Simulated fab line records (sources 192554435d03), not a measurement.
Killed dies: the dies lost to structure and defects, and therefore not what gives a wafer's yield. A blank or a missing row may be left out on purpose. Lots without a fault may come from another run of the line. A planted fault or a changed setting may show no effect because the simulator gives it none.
Matching of chambers / flow n5Finfet / N5_HKMG_FIN_ETCH_31 on rieDiel-04 has 4 sister chambers
The step etches SiARC in CF4, target depth 45.5 nm, time 75.8 s. 4 wafers are shown with their chamber, then 7 later ones without.

WAFERS PAIRED WITH THEIR CHAMBERS
wafer=L083.5; chamber=1; showerheadPlenumPTorr (Torr)=2.21
wafer=L084.4; chamber=2; showerheadPlenumPTorr (Torr)=2.20
wafer=L093.1; chamber=0; showerheadPlenumPTorr (Torr)=2.09
wafer=L093.2; chamber=3; showerheadPlenumPTorr (Torr)=2.11

WAFERS WHOSE CHAMBER IS MISSING
wafer=L093.3; showerheadPlenumPTorr (Torr)=2.19
wafer=L094.2; showerheadPlenumPTorr (Torr)=2.10
wafer=L094.3; showerheadPlenumPTorr (Torr)=2.19
wafer=L094.5; showerheadPlenumPTorr (Torr)=2.20
wafer=L097.1; showerheadPlenumPTorr (Torr)=2.19
wafer=L097.3; showerheadPlenumPTorr (Torr)=2.10
wafer=L097.6; showerheadPlenumPTorr (Torr)=2.09

WHICH CHAMBER EACH WENT THROUGH
wafer=L093.3; from the rows above=can't be placed: 2 or 1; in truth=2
wafer=L094.2; from the rows above=can't be placed: 3 or 0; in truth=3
wafer=L094.3; from the rows above=can't be placed: 2 or 1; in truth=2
wafer=L094.5; from the rows above=can't be placed: 2 or 1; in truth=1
wafer=L097.1; from the rows above=can't be placed: 2 or 1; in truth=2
wafer=L097.3; from the rows above=can't be placed: 3 or 0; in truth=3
wafer=L097.6; from the rows above=0; in truth=0
Correct placement for 1 of the 7. Not placeable from these rows: 6 (in 6, the candidates include the true chamber). Number placed wrongly: 0.
How it was worked out, from the rows above alone: a wafer's distance from a chamber is the root of the sum, over the readings, of the square of ((its reading less the chamber's mean) divided by the reading's scatter). The wafer belongs to the nearest chamber; if the next one is less than 2 further off, it can't be placed. For every chamber, the mean is computed from those of its wafers that are shown. The scatter: root of mean squared gap, hidden wafer to nearest shown wafer, with one shown wafer a chamber.
